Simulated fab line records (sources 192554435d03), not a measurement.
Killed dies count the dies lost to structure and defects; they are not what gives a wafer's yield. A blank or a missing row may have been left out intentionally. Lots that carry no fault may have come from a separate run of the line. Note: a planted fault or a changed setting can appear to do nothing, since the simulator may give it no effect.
Matching of chambers	flow n5 finfet	rie diel-05 running N5_BEOL_M3_ETCH_69: 4 sister chambers
The step etches SiARC in CF4, target depth 15.6 nm, time 26 s. 4 wafers are shown with their chamber, then 9 later ones without.

WAFERS, EACH WITH ITS CHAMBER
wafer	chamber	showerhead plenum p Torr (Torr)
L082.1	3	2.17
L085.1	0	2.15
L085.3	1	2.19
L085.5	2	2.24

WAFERS WITHOUT THEIR CHAMBER
wafer	showerhead plenum p Torr (Torr)
L089.3	2.16
L089.4	2.15
L089.6	2.18
L094.2	2.23
L094.4	2.18
L094.6	2.23
L096.2	2.16
L096.4	2.18
L096.6	2.14

WHICH CHAMBER EACH WENT THROUGH
wafer	from the rows above	in truth
L089.3	can't be placed: 3 or 0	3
L089.4	0	0
L089.6	can't be placed: 1 or 3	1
L094.2	2	2
L094.4	can't be placed: 1 or 3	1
L094.6	2	2
L096.2	can't be placed: 3 or 0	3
L096.4	can't be placed: 1 or 3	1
L096.6	0	0
4 of 9 placed correctly. Can't be placed from these rows: 5 (the true chamber is among the candidates in 5). Placed wrongly: 0.
How it was worked out, from the rows above alone: a wafer's distance from a chamber is the root of the sum, over the readings, of the square of ((its reading less the chamber's mean) divided by the reading's scatter). The wafer belongs to the nearest chamber; if the next one is less than 2 further off, it can't be placed. Each chamber's mean is taken over the wafers shown for it. The scatter: with one shown wafer a chamber, the root of the mean of the squares of how far each hidden wafer lies from its nearest shown one.
